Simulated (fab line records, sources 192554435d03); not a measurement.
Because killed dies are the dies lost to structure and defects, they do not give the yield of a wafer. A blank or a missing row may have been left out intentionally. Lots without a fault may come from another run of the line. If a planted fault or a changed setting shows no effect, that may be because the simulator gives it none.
fab line records -- flow n5_finfet
record lots=7, wafers=21, last_day=17
route steps=1938 shown BEOL_M4@1111 BEOL_M8@1353 PASSIVATION@1936
lots with no fault: from the same line, run without faults
start_h: hours from the record's first day to the start of the lot's first wafer shown -- wait_h: hours since the lot's step before -- " the same as in the row above -- L1.1+2: a single row standing in for several wafers -- - no value, or no start given -- * or withheld: withheld -- < > ~ a bound
route shown NAME@n: NAME is a module with steps in the file, n the number in the route of the first one -- usual: mean and standard deviation over wafers with no fault -- same: alike in all rows -- chamber/n: place in a boat -- sites: readings site by site -- _std_site: their standard deviation -- _edge_site: inner sites' mean taken away from outer sites' mean -- radius_mm: for every site, how far away it sits from the centre of the wafer -- mask NAME#n: copy n -- behind: the tool/chamber that last shaped the wafer -- hold: why the lot was held/for how many hours/how that ended -- device: the n, p or np transistor that did not switch -- end of line: the same wafers' tests at the end of the route -- where a step has no rows: the recipe by itself -- killed: count of dies lost to structure and defects at first sort (not the wafer's yield) -- map: dies across one wafer; x = killed, . = not, _ = none there
set.NAME: the setting that was run; set.NAME@STEP: the one run at that earlier step -- model.NAME: the simulator's own value behind a step, which no gauge read
a sample of lots followed through the steps of the route, with each step as a table and each wafer as a row
services: the hour from which a tool's chamber was out of use, counted from the record's first day as start_h (under 0 if before that day), plus the number of hours and why
## steps
# step N5_BEOL_M4_RC_MEAS_101
# usual DIBL_N=35.9/1.8, DIBL_P=36.2/2, IOFF_N=0.16/0.031, IOFF_P=0.22/0.041, ION_N=676/11, ION_P=465/8.5, SS_N=71.4/0.64, SS_P=73.2/0.7, VT_N=250/3.5, VT_P=-250/3.9
lot.wafer,tool,chamber,start_h,wait_h,DIBL_N[mV/V],DIBL_P[mV/V],IOFF_N[nA/um],IOFF_P[nA/um],ION_N[uA/um],ION_P[uA/um],SS_N[mV/dec],SS_P[mV/dec],VT_N[mV],VT_P[mV]
L174.3,prober-02,0,189.02,0.3,32.6,34.6,0.12,0.18,668,462,70.5,72.7,254,-248
L174.5,prober-02,0,189.02,0.3,29.3,29.7,0.08,0.12,652,450,70.0,71.0,260,-254
L174.6,prober-02,0,189.02,0.3,34.5,34.9,0.14,0.18,655,451,71.0,71.9,252,-251
L180.3,prober-01,0,218.98,0.3,36.3,36.6,0.16,0.25,678,470,70.6,73.6,247,-242
L180.4,prober-01,0,218.98,0.3,36.3,36.9,0.16,0.26,673,465,71.3,72.8,249,-245
L180.5,prober-01,0,218.98,0.3,36.5,36.9,0.16,0.25,688,477,71.2,72.9,249,-246
L188.1,prober-01,0,269.86,0.0,37.3,38.5,0.21,0.24,689,464,72.4,74.3,245,-249
L188.3,prober-01,0,269.86,0.0,36.9,37.9,0.20,0.23,689,468,71.9,74.2,244,-251
L188.5,prober-01,0,269.86,0.0,38.6,39.0,0.22,0.24,691,463,71.9,74.4,246,-250
L189.1,prober-02,0,284.66,0.0,36.1,35.7,0.13,0.20,661,461,70.1,73.6,252,-250
L189.2,prober-02,0,284.66,0.0,42.1,43.3,0.29,0.37,712,481,71.9,74.9,239,-239
L189.6,prober-02,0,284.66,0.0,37.3,37.6,0.16,0.25,677,469,70.5,74.3,250,-246
L191.1,prober-01,0,292.51,0.0,36.6,37.1,0.16,0.25,684,476,71.8,72.6,248,-247
L191.5,prober-01,0,292.51,0.0,37.2,37.5,0.16,0.26,673,470,71.3,73.7,251,-247
L191.6,prober-01,0,292.51,0.0,38.2,39.3,0.21,0.30,702,484,71.5,73.6,244,-246
L192.1,prober-01,0,303.26,0.0,36.2,34.7,0.17,0.22,680,459,71.8,73.0,247,-251
L192.2,prober-01,0,303.26,0.0,34.7,33.7,0.14,0.20,669,466,71.2,72.9,249,-251
L192.4,prober-01,0,303.26,0.0,34.8,33.1,0.15,0.19,662,458,71.2,71.8,250,-250
L193.2,prober-02,0,308.80,0.2,35.1,35.2,0.14,0.21,684,470,71.1,72.6,247,-248
L193.3,prober-02,0,308.80,0.2,37.9,37.1,0.18,0.24,691,473,71.3,74.2,248,-248
L193.5,prober-02,0,308.80,0.2,37.0,36.8,0.16,0.24,678,470,71.6,73.5,248,-248
# step N5_BEOL_M8_HM_OPEN_17
# recipe chemistry=Cl2/BCl3, target_depth_a=200, overetch_a=60, target=TiN, mask_material=SOC, ion_energy_ev=150, pressure_mtorr=10, icp_w=1000, bias_w=126, Cl2_flow_sccm=53.25, bcl3_flow_sccm=21.75, Ar_flow_sccm=25
# usual drypump_motor_current_A=5.8/0.43, oes_product_au=0.63/0.08, throttle_valve_pct=22.29/0.23
lot.wafer,tool,chamber,start_h,wait_h,drypump_motor_current_A,oes_product_au,rf_hours_counter_h,throttle_valve_pct
L174.3,rie_metal-02,1,226.45,0.1,5.1,0.60,-,22.57
L174.5,rie_metal-02,1,226.45,0.1,5.1,0.60,-,22.54
L174.6,rie_metal-02,1,226.45,0.1,5.1,0.60,-,22.55
L180.3,rie_metal-02,1,254.45,0.1,5.1,0.60,-,22.56
L180.4,rie_metal-02,0,254.45,0.1,5.7,0.79,-,21.99
L180.5,rie_metal-02,1,254.45,0.1,5.1,0.59,-,22.56
L188.1,rie_metal-02,0,303.73,0.0,5.7,0.76,7,22.01
L188.3,rie_metal-02,0,303.73,0.0,5.7,0.75,-,22.01
L188.5,rie_metal-02,1,303.73,0.0,5.1,0.59,-,22.56
L189.1,rie_metal-02,1,317.09,0.0,5.1,0.58,93,22.57
L189.2,rie_metal-02,0,317.09,0.0,5.7,0.76,9,22.01
L189.6,rie_metal-02,0,317.09,0.0,5.7,0.76,-,22.00
L191.1,rie_metal-02,0,320.86,0.0,5.7,0.76,9,21.98
L191.5,rie_metal-02,0,320.86,0.0,5.7,0.75,-,22.01
L191.6,rie_metal-02,1,320.86,0.0,5.1,0.59,-,22.57
L192.1,rie_metal-01,0,338.75,0.0,6.1,0.80,2,22.20
L192.2,rie_metal-01,1,338.75,0.0,5.9,0.57,92,22.04
L192.4,rie_metal-01,0,338.75,0.0,6.1,0.80,-,22.18
L193.2,rie_metal-02,0,342.56,0.0,5.7,0.73,12,22.02
L193.3,rie_metal-02,1,342.56,0.0,5.1,0.58,-,22.58
L193.5,rie_metal-02,0,342.56,0.0,5.7,0.75,-,22.00
# step N5_BEOL_M8_ETCH_65
# recipe chemistry=CF4, target=SiARC, target_depth_a=156, mask_material=CAR-EUV, time_s=26, ion_energy_ev=80, pressure_mtorr=40, source_w=545, bias_w=36, Ar_flow_sccm=100, cf4_flow_sccm=100, ends=cleared
# usual bias_w=35.99/0.12, cf4_flow_sccm=100.0/0.31, drypump_motor_current_A=5.9/0.4, etch_rf_on_time_s=25.7/0.62, oes_product_au=0.70/0.094, rf_vpp_V=183.7/1.2, showerhead_plenum_p_Torr=2.12/0.061, throttle_valve_pct=15.52/0.2
lot.wafer,tool,chamber,start_h,wait_h,bias_w,cf4_flow_sccm,drypump_motor_current_A,etch_rf_on_time_s,oes_product_au,rf_hours_counter_h,rf_vpp_V,showerhead_plenum_p_Torr,throttle_valve_pct
L174.3,rie_diel-05,0,227.82,0.0,36.14,100.5,5.7,25.8,0.60,238,183.7,2.20,15.59
L174.5,rie_diel-05,3,227.82,0.0,36.14,100.1,6.5,25.4,0.60,-,183.6,2.20,15.92
L174.6,rie_diel-05,0,227.82,0.0,36.14,100.3,5.8,26.0,0.59,-,185.5,2.20,15.59
L180.3,rie_diel-03,0,259.17,0.0,36.11,100.4,6.3,25.3,0.85,5,184.0,2.10,15.39
L180.4,rie_diel-03,2,259.17,0.0,36.01,99.9,5.5,24.7,0.82,15,183.4,2.10,15.25
L180.5,rie_diel-03,1,259.17,0.0,35.92,100.6,6.3,26.4,0.64,-,184.7,2.14,15.66
L188.1,rie_diel-05,2,305.92,0.0,-,-,-,-,-,-,-,-,-
L188.3,rie_diel-05,0,305.92,0.0,-,-,-,-,-,-,-,-,-
L188.5,rie_diel-05,2,305.92,0.0,-,-,-,-,-,-,-,-,-
L189.1,rie_diel-03,0,320.24,0.0,-,-,-,-,-,-,-,-,-
L189.2,rie_diel-03,2,320.24,0.0,-,-,-,-,-,-,-,-,-
L189.6,rie_diel-03,3,320.24,0.0,-,-,-,-,-,-,-,-,-
L191.1,rie_diel-03,2,321.62,0.0,36.06,99.8,5.4,24.9,0.79,37,183.9,2.09,15.29
L191.5,rie_diel-03,0,321.62,0.0,35.98,100.0,6.3,25.3,0.79,-,182.8,2.10,15.45
L191.6,rie_diel-03,3,321.62,0.0,35.87,99.8,5.9,24.9,0.60,-,184.7,2.11,15.56
L192.1,rie_diel-03,0,341.01,0.0,36.05,100.0,6.3,25.5,0.78,37,182.5,2.09,15.45
L192.2,rie_diel-03,1,341.01,0.0,35.90,99.7,6.4,26.1,0.62,177,183.2,2.13,15.70
L192.4,rie_diel-03,2,341.01,0.0,35.94,99.8,5.5,25.1,0.78,-,184.5,2.09,15.30
L193.2,rie_diel-05,2,346.26,0.0,36.00,100.2,5.5,26.5,0.69,81,182.4,2.08,15.36
L193.3,rie_diel-05,0,346.26,0.0,35.96,99.4,5.7,25.2,0.79,29,184.4,2.18,15.15
L193.5,rie_diel-05,1,346.26,0.0,36.04,99.6,5.1,24.8,0.80,-,183.0,2.17,15.48
# step N5_BEOL_M8_ETCH_66
# recipe chemistry=N2/H2, target=SOC, target_depth_a=800, overetch_a=160, mask_material=SiARC, temp_c=40, time_s=120, ion_energy_ev=200, pressure_mtorr=30, source_w=840, bias_w=150, n2_flow_sccm=200, h2_flow_sccm=200
# usual bias_w=150.1/0.49, chamber_pressure_mTorr=29.997/0.03, drypump_motor_current_A=5.9/0.4, n2_flow_sccm=199.9/0.58, oes_product_au=0.63/0.079, rf_vpp_V=523.0/2.2, showerhead_plenum_p_Torr=2.51/0.077, throttle_valve_pct=17.70/0.22
lot.wafer,tool,chamber,start_h,wait_h,bias_w,chamber_pressure_mTorr,drypump_motor_current_A,n2_flow_sccm,oes_product_au,rf_hours_counter_h,rf_vpp_V,showerhead_plenum_p_Torr,throttle_valve_pct
L174.3,rie_diel-05,0,227.85,0.0,149.7,29.950,5.8,199.8,0.53,238,524.8,2.60,17.74
L174.5,rie_diel-05,3,227.85,0.0,150.1,30.033,6.5,199.8,0.53,-,525.7,2.63,18.27
L174.6,rie_diel-05,0,227.85,0.0,149.7,29.960,5.8,200.6,0.52,-,526.7,2.60,17.73
L180.3,rie_diel-03,0,259.20,0.0,149.8,30.011,6.3,199.0,0.74,5,523.0,2.50,17.53
L180.4,rie_diel-03,2,259.20,0.0,150.5,30.030,5.5,199.9,0.72,15,523.5,2.48,17.43
L180.5,rie_diel-03,1,259.20,0.0,149.5,29.957,6.4,200.9,0.57,-,523.7,2.53,17.76
L188.1,rie_diel-05,2,305.95,0.0,150.4,29.989,5.5,199.6,0.31,65,521.5,2.47,17.42
L188.3,rie_diel-05,0,305.95,0.0,151.0,30.009,5.8,200.9,0.36,10,526.7,2.59,17.26
L188.5,rie_diel-05,2,305.95,0.0,149.1,29.997,5.5,200.7,0.31,-,521.1,2.47,17.42
L189.1,rie_diel-03,0,320.27,0.0,149.6,29.976,6.3,199.5,0.34,29,521.3,2.49,17.52
L189.2,rie_diel-03,2,320.27,0.0,150.2,30.014,5.4,200.1,0.33,37,521.8,2.47,17.39
L189.6,rie_diel-03,3,320.27,0.0,150.4,30.010,5.9,199.9,0.26,-,522.8,2.52,17.70
L191.1,rie_diel-03,2,321.65,0.0,148.7,30.007,5.5,199.8,0.68,38,524.1,2.47,17.45
L191.5,rie_diel-03,0,321.65,0.0,150.3,29.974,6.3,199.8,0.71,-,521.8,2.49,17.58
L191.6,rie_diel-03,3,321.65,0.0,150.2,30.007,6.0,199.0,0.52,-,521.4,2.52,17.77
L192.1,rie_diel-03,0,341.04,0.0,150.0,29.962,6.3,200.1,0.69,37,522.4,2.48,17.59
L192.2,rie_diel-03,1,341.04,0.0,150.7,30.020,6.4,199.5,0.56,177,522.5,2.52,17.81
L192.4,rie_diel-03,2,341.04,0.0,150.0,29.987,5.5,199.7,0.68,-,523.0,2.47,17.44
L193.2,rie_diel-05,2,346.29,0.0,150.6,30.015,5.5,201.2,0.63,81,521.9,2.46,17.49
L193.3,rie_diel-05,0,346.29,0.0,149.6,29.994,5.8,199.6,0.71,29,525.7,2.59,17.35
L193.5,rie_diel-05,1,346.29,0.0,150.2,29.960,5.2,198.8,0.69,-,525.9,2.59,17.70
# step N5_BEOL_M8_STRIP_36
# recipe chemistry=N2/H2, power_w=450, temp_c=40, pressure_mtorr=20, rf_frequency_hz=6e+07, overash_fraction=0.3, bias_power_w=7, h2_frac=0.5, n2_flow_sccm=200, h2_flow_sccm=200
# usual drypump_motor_current_A=5.9/0.4, n2_flow_sccm=200.1/0.63, oes_product_au=0.82/0.11, rf_vpp_V=59.1/1.5, showerhead_plenum_p_Torr=2.50/0.077, throttle_valve_pct=23.50/0.21
lot.wafer,tool,chamber,start_h,wait_h,drypump_motor_current_A,n2_flow_sccm,oes_product_au,rf_hours_counter_h,rf_vpp_V,showerhead_plenum_p_Torr,throttle_valve_pct
L174.3,rie_diel-05,0,228.00,0.0,5.7,199.7,0.69,239,59.9,2.60,23.57
L174.5,rie_diel-05,3,228.00,0.0,6.5,199.9,0.69,-,59.8,2.63,24.09
L174.6,rie_diel-05,0,228.00,0.0,5.8,199.9,0.68,-,59.8,2.60,23.57
L180.3,rie_diel-03,0,259.35,0.0,6.3,200.6,0.98,5,57.0,2.49,23.33
L180.4,rie_diel-03,2,259.35,0.0,5.4,200.0,0.94,15,59.2,2.47,23.25
L180.5,rie_diel-03,1,259.35,0.0,6.3,201.1,0.74,-,61.0,2.53,23.52
L188.1,rie_diel-05,2,306.11,0.0,5.5,200.5,0.86,65,59.5,2.46,23.26
L188.3,rie_diel-05,0,306.11,0.0,5.7,200.0,0.97,10,59.4,2.59,23.12
L188.5,rie_diel-05,2,306.11,0.0,5.5,199.7,0.85,-,58.6,2.46,23.23
L189.1,rie_diel-03,0,320.42,0.0,6.3,200.7,0.94,29,59.1,2.48,23.33
L189.2,rie_diel-03,2,320.42,0.0,5.5,199.9,0.91,37,61.7,2.46,23.29
L189.6,rie_diel-03,3,320.42,0.0,5.9,200.3,0.70,-,58.0,2.52,23.47
L191.1,rie_diel-03,2,321.80,0.0,5.5,199.9,0.89,38,58.2,2.46,23.31
L191.5,rie_diel-03,0,321.80,0.0,6.3,200.0,0.92,-,56.7,2.48,23.37
L191.6,rie_diel-03,3,321.80,0.0,6.0,200.8,0.69,-,58.4,2.52,23.46
L192.1,rie_diel-03,0,341.19,0.0,6.3,200.4,0.89,37,59.3,2.48,23.36
L192.2,rie_diel-03,1,341.19,0.0,6.3,200.3,0.73,177,60.3,2.51,23.54
L192.4,rie_diel-03,2,341.19,0.0,5.5,200.6,0.89,-,56.0,2.46,23.31
L193.2,rie_diel-05,2,346.44,0.0,5.5,200.2,0.83,81,57.6,2.45,23.29
L193.3,rie_diel-05,0,346.44,0.0,5.8,200.7,0.90,29,59.9,2.58,23.14
L193.5,rie_diel-05,1,346.44,0.0,5.2,199.0,0.92,-,58.2,2.59,23.51
# step N5_BEOL_M8_STRIP_80
# recipe chemistry=N2/H2, time_s=10, power_w=450, temp_c=40, pressure_mtorr=20, rf_frequency_hz=6e+07, bias_power_w=7, n2_flow_sccm=200, h2_flow_sccm=200
# usual drypump_motor_current_A=5.9/0.4, n2_flow_sccm=199.9/0.61, oes_product_au=0.82/0.11, rf_vpp_V=59.0/0.89, showerhead_plenum_p_Torr=2.50/0.077, throttle_valve_pct=23.50/0.21
lot.wafer,tool,chamber,start_h,wait_h,drypump_motor_current_A,n2_flow_sccm,oes_product_au,rf_hours_counter_h,rf_vpp_V,showerhead_plenum_p_Torr,throttle_valve_pct
L174.3,rie_diel-05,0,-,-,5.8,201.5,0.69,239,58.9,2.60,23.56
L174.5,rie_diel-05,3,-,-,6.5,200.1,0.68,-,59.1,2.63,24.10
L174.6,rie_diel-05,0,-,-,5.8,200.2,0.69,-,58.8,2.60,23.56
L180.3,rie_diel-03,0,-,-,6.3,200.2,0.99,5,59.4,2.49,23.32
L180.4,rie_diel-03,2,-,-,5.5,200.4,0.95,15,56.6,2.47,23.25
L180.5,rie_diel-03,1,-,-,6.4,200.5,0.74,-,59.3,2.53,23.52
L188.1,rie_diel-05,2,-,-,5.5,199.7,0.85,65,59.1,2.46,23.26
L188.3,rie_diel-05,0,-,-,5.8,199.2,0.98,10,60.8,2.59,23.13
L188.5,rie_diel-05,2,-,-,5.5,200.2,0.86,-,59.6,2.46,23.25
L189.1,rie_diel-03,0,-,-,6.3,200.0,0.92,29,59.5,2.48,23.36
L189.2,rie_diel-03,2,-,-,5.5,200.5,0.90,37,60.0,2.47,23.31
L189.6,rie_diel-03,3,-,-,5.9,200.6,0.69,-,59.1,2.52,23.47
L191.1,rie_diel-03,2,-,-,5.5,199.9,0.91,38,59.0,2.46,23.29
L191.5,rie_diel-03,0,-,-,6.3,199.8,0.91,-,59.1,2.48,23.34
L191.6,rie_diel-03,3,-,-,6.0,199.2,0.69,-,58.1,2.52,23.48
L192.1,rie_diel-03,0,-,-,6.3,199.4,0.90,37,60.4,2.48,23.35
L192.2,rie_diel-03,1,-,-,6.4,199.4,0.72,177,61.1,2.51,23.55
L192.4,rie_diel-03,2,-,-,5.5,200.2,0.90,-,58.4,2.46,23.31
L193.2,rie_diel-05,2,-,-,5.5,200.2,0.82,81,58.0,2.45,23.27
L193.3,rie_diel-05,0,-,-,5.8,198.6,0.92,29,59.6,2.58,23.17
L193.5,rie_diel-05,1,-,-,5.1,199.9,0.92,-,59.7,2.59,23.48
# step N5_PASSIVATION_PROBE_49
# usual defect_limited_yield=91.3/1.3, killed_at_M0_to_M3=35/9.3, killed_at_M4_up=14/5.2, killed_at_contacts=12/5.9, killed_at_front_end=38/11, killed_at_other=4/3.7, killed_dies=103/15, killed_on_rim=14/4, killed_open=67/12, killed_short=34/8, sort_bin_5_function=5.1/0.88, sort_bin_6_memory=3.3/0.65, sort_n_pass=1077/15, sort_yield_pct=91.3/1.3
# same gross_dies=1180, killed_at_back_side=0, sort_bin_4_leakage[%]=0, sort_bin_8_speed[%]=0
lot.wafer,tool,chamber,start_h,wait_h,defect_limited_yield[%],killed_at_M0_to_M3,killed_at_M4_up,killed_at_contacts,killed_at_front_end,killed_at_other,killed_dies,killed_on_rim,killed_open,killed_short,sort_bin_5_function[%],sort_bin_6_memory[%],sort_n_pass,sort_yield_pct[%]
L180.3,prober-01,-,332.26,0.1,90.3,32,22,10,46,4,114,16,68,44,6.4,3.1,1066,90.3
L180.4,prober-01,-,332.31,0.2,90.7,35,5,6,64,0,110,15,67,35,5.2,3.2,1070,90.7
L180.5,prober-01,-,332.36,0.2,90.8,35,10,12,50,1,108,12,71,31,4.7,3.8,1072,90.8
L188.1,prober-01,-,384.54,0.0,0,49,1091,8,30,2,1180,152,46,47,96.3,3.6,0,0
L188.3,prober-01,-,384.64,0.1,0,19,1101,15,38,7,1180,152,57,41,96.5,3.3,0,0
L188.5,prober-01,-,384.74,0.2,0,24,1088,19,44,5,1180,152,58,41,97.1,2.2,0,0
L189.1,prober-02,-,394.32,0.0,0,33,1080,14,45,8,1180,152,81,33,96.0,3.7,0,0
L189.2,prober-02,-,394.37,0.1,0,30,1081,14,50,5,1180,152,75,34,95.7,3.8,0,0
L189.6,prober-02,-,394.57,0.3,0,42,1080,12,39,7,1180,152,88,28,96.3,3.4,0,0
L191.1,prober-01,-,397.83,0.0,90.9,34,8,11,40,14,107,12,72,34,5.3,3.4,1073,90.9
L191.5,prober-01,-,398.03,0.2,91.4,25,14,26,32,4,101,15,71,28,5.3,2.6,1079,91.4
L191.6,prober-01,-,398.08,0.3,91.8,31,9,15,35,7,97,17,59,37,4.8,3.2,1083,91.8
L193.2,prober-01,-,407.63,0.1,93.4,20,6,15,36,1,78,7,45,32,4.0,2.3,1102,93.4
L193.3,prober-01,-,407.68,0.1,91.7,33,17,15,29,4,98,13,63,34,4.9,3.1,1082,91.7
L193.5,prober-01,-,407.78,0.2,91.9,30,15,8,36,6,95,17,60,32,4.8,2.8,1085,91.9
# killed by level:class
L180.3 FIN_SAQP:geometric_particle:short=16 FIN_SAQP:geometric_particle:open=12 BEOL_M0_SAQP:geometric_particle:short=9 DUMMY_GATE:geometric_particle:open=8 MOL_CONTACT_COAG:geometric_particle:open=8 BEOL_M3:geometric_particle:open=7 BEOL_M4:geometric_particle:open=7 BEOL_M5:geometric_particle:open=6
L180.4 FIN_SAQP:geometric_particle:open=19 STI_FIN_REVEAL:geometric_particle:open=15 BEOL_M0_SAQP:geometric_particle:short=9 BEOL_M1:geometric_particle:open=8 FIN_SAQP:geometric_particle:short=6 GATE_CUT:geometric_particle:short=6 BEOL_M3:geometric_particle:open=6 HKMG_FIN:area_etch=6
L180.5 BEOL_M3:geometric_particle:open=14 FIN_SAQP:geometric_particle:open=12 STI_FIN_REVEAL:geometric_particle:open=11 MOL_CONTACT_COAG:geometric_particle:open=10 FIN_SAQP:geometric_particle:short=7 BEOL_M0_SAQP:geometric_particle:open=7 GATE_CUT:geometric_particle:short=4 BEOL_M2:geometric_particle:open=4
L188.1 BEOL_M8:area_etch=1085 FIN_SAQP:geometric_particle:short=16 BEOL_M0_SAQP:geometric_particle:open=13 BEOL_M0_SAQP:geometric_particle:short=11 BEOL_M1:geometric_particle:short=7 MOL_CONTACT_COAG:geometric_particle:open=6 BEOL_M1:geometric_particle:open=6 BEOL_M2:geometric_particle:open=5
L188.3 BEOL_M8:area_etch=1082 MOL_CONTACT_COAG:geometric_particle:open=14 FIN_SAQP:geometric_particle:short=10 BEOL_M0_SAQP:geometric_particle:open=7 BEOL_M4:geometric_particle:open=6 GATE_CUT:geometric_particle:short=6 BEOL_M0_SAQP:geometric_particle:short=4 BEOL_M4:geometric_particle:short=4
L188.5 BEOL_M8:area_etch=1081 MOL_CONTACT_COAG:geometric_particle:open=17 FIN_SAQP:geometric_particle:open=15 FIN_SAQP:geometric_particle:short=9 BEOL_M1:geometric_particle:open=7 BEOL_M0_SAQP:geometric_particle:short=6 GATE_CUT:geometric_particle:open=6 BEOL_M0_SAQP:geometric_particle:open=6
L189.1 BEOL_M8:area_etch=1066 MOL_CONTACT_COAG:geometric_particle:open=10 FIN_SAQP:geometric_particle:open=9 STI_FIN_REVEAL:geometric_particle:open=9 DUMMY_GATE:geometric_particle:open=9 BEOL_M0:geometric_particle:open=8 BEOL_M0_SAQP:geometric_particle:open=6 BEOL_M2:geometric_particle:open=5
L189.2 BEOL_M8:area_etch=1070 STI_FIN_REVEAL:geometric_particle:open=16 MOL_CONTACT_COAG:geometric_particle:open=10 BEOL_M2:geometric_particle:open=10 DUMMY_GATE:geometric_particle:open=8 FIN_SAQP:geometric_particle:short=6 BEOL_M5:geometric_particle:open=5 GATE_CUT:geometric_particle:short=4
L189.6 BEOL_M8:area_etch=1061 BEOL_M0_SAQP:geometric_particle:open=14 DUMMY_GATE:geometric_particle:open=11 MOL_CONTACT_COAG:geometric_particle:open=10 STI_FIN_REVEAL:geometric_particle:open=8 BEOL_M5:geometric_particle:open=7 FIN_SAQP:geometric_particle:open=6 BEOL_M2:geometric_particle:open=6
L191.1 MOL_CONTACT_COAG:geometric_particle:open=11 BEOL_M3:geometric_particle:open=10 STI_FIN_REVEAL:geometric_particle:open=8 GATE_CUT:geometric_particle:short=6 BEOL_M0_SAQP:geometric_particle:short=6 BEOL_M0_SAQP:geometric_particle:open=6 DUMMY_GATE:geometric_particle:open=5 ILD0:geometric_particle:short=5
L191.5 MOL_CONTACT_COAG:geometric_particle:open=19 BEOL_M3:geometric_particle:open=11 MOL_CONTACT_COAG:geometric_particle:short=7 BEOL_M4:geometric_particle:open=6 STI_FIN_REVEAL:geometric_particle:open=5 BEOL_M2:geometric_particle:open=5 FIN_SAQP:geometric_particle:open=4 FIN_SAQP:geometric_particle:short=4
L191.6 MOL_CONTACT_COAG:geometric_particle:open=12 BEOL_M0_SAQP:geometric_particle:short=9 FIN_SAQP:geometric_particle:open=7 BEOL_M0_SAQP:geometric_particle:open=7 DUMMY_GATE:geometric_particle:open=5 DUMMY_GATE:geometric_particle:short=4 GATE_CUT:geometric_particle:short=4 BEOL_M1:geometric_particle:open=4
L193.2 MOL_CONTACT_COAG:geometric_particle:open=11 FIN_SAQP:geometric_particle:short=8 FIN_SAQP:geometric_particle:open=7 BEOL_M1:geometric_particle:short=5 ILD0:geometric_particle:open=4 MOL_CONTACT_COAG:geometric_particle:short=4 BEOL_M3:geometric_particle:open=4 BEOL_M2:geometric_particle:open=4
L193.3 MOL_CONTACT_COAG:geometric_particle:open=12 BEOL_M0_SAQP:geometric_particle:short=9 DUMMY_GATE:geometric_particle:open=8 BEOL_M4:geometric_particle:open=8 BEOL_M3:geometric_particle:open=7 FIN_SAQP:geometric_particle:open=6 BEOL_M0_SAQP:geometric_particle:open=5 BEOL_M2:geometric_particle:open=5
L193.5 BEOL_M4:geometric_particle:open=11 FIN_SAQP:geometric_particle:short=7 BEOL_M0_SAQP:geometric_particle:open=7 BEOL_M1:geometric_particle:open=7 FIN_SAQP:geometric_particle:open=6 STI_FIN_REVEAL:geometric_particle:open=6 STARTING-WAFER:geometric_particle:short=6 MOL_CONTACT_COAG:geometric_particle:open=5
## services
tool,chamber,start_h,hours,kind
rie_diel-03,2,203.59,-,clean
rie_diel-03,2,203.59,-,consumable_replace:focus_ring
rie_diel-03,2,203.59,17.8,scheduled_down
rie_diel-03,2,203.59,17.8,vent_cycle
rie_diel-03,1,217.32,3.5,repair
rie_diel-03,0,221.39,-,clean
rie_diel-03,0,221.39,-,consumable_replace:focus_ring
rie_diel-03,0,221.39,21.7,scheduled_down
rie_diel-03,0,221.39,21.7,vent_cycle
rie_metal-01,-,242.66,2.8,pm
rie_diel-05,3,253.97,1.8,repair
rie_diel-05,0,257.65,-,clean
rie_diel-05,0,257.65,-,consumable_replace:focus_ring
rie_diel-05,0,257.65,22.0,scheduled_down
rie_diel-05,0,257.65,22.0,vent_cycle
rie_diel-03,3,272.91,8.3,repair
rie_diel-03,2,308.08,2.5,repair
rie_diel-03,3,308.34,5.9,repair
rie_diel-03,1,314.59,8.3,repair
rie_diel-05,2,335.38,4.5,repair
rie_diel-03,3,337.16,-,clean
rie_diel-03,3,337.16,-,consumable_replace:focus_ring
rie_diel-03,3,337.16,15.6,scheduled_down
rie_diel-03,3,337.16,15.6,vent_cycle
## key
first_sign step=N5_BEOL_M8_ETCH_65, reading=tool_record, direction=missing
effect step=N5_BEOL_M8_ETCH_66, reading=oes_product_au, direction=down, sigmas=3.9, usual=0.63, struck=0.32
effect step=N5_PASSIVATION_PROBE_49, reading=killed_at_M4_up, direction=up, sigmas=99+, usual=14, struck=1087
more_kills_born_at N5_BEOL_M8_ETCH_65@rie_diel-05=3248, N5_BEOL_M8_ETCH_65@rie_diel-03=3197
met_at N5_BEOL_M8_ETCH_65
struck_lots L188,L189
later_rows_left_out L188.1,L188.3,L188.5,L189.1,L189.2,L189.6
not_acting_at N5_BEOL_M8_HM_OPEN_17,N5_BEOL_M8_STRIP_36,N5_BEOL_M8_STRIP_80
onset_between 259.17 305.92
fault kind=skipped_step_whole, tool=rie_diel-03,rie_diel-05, chamber=-, onset_h=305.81, steps=N5_BEOL_M8_ETCH_65, scope=struck_lots_only
# later_rows_left_out: the simulator's readings of these wafers behind a module that went badly wrong aren't trusted and aren't shown, but for the sort
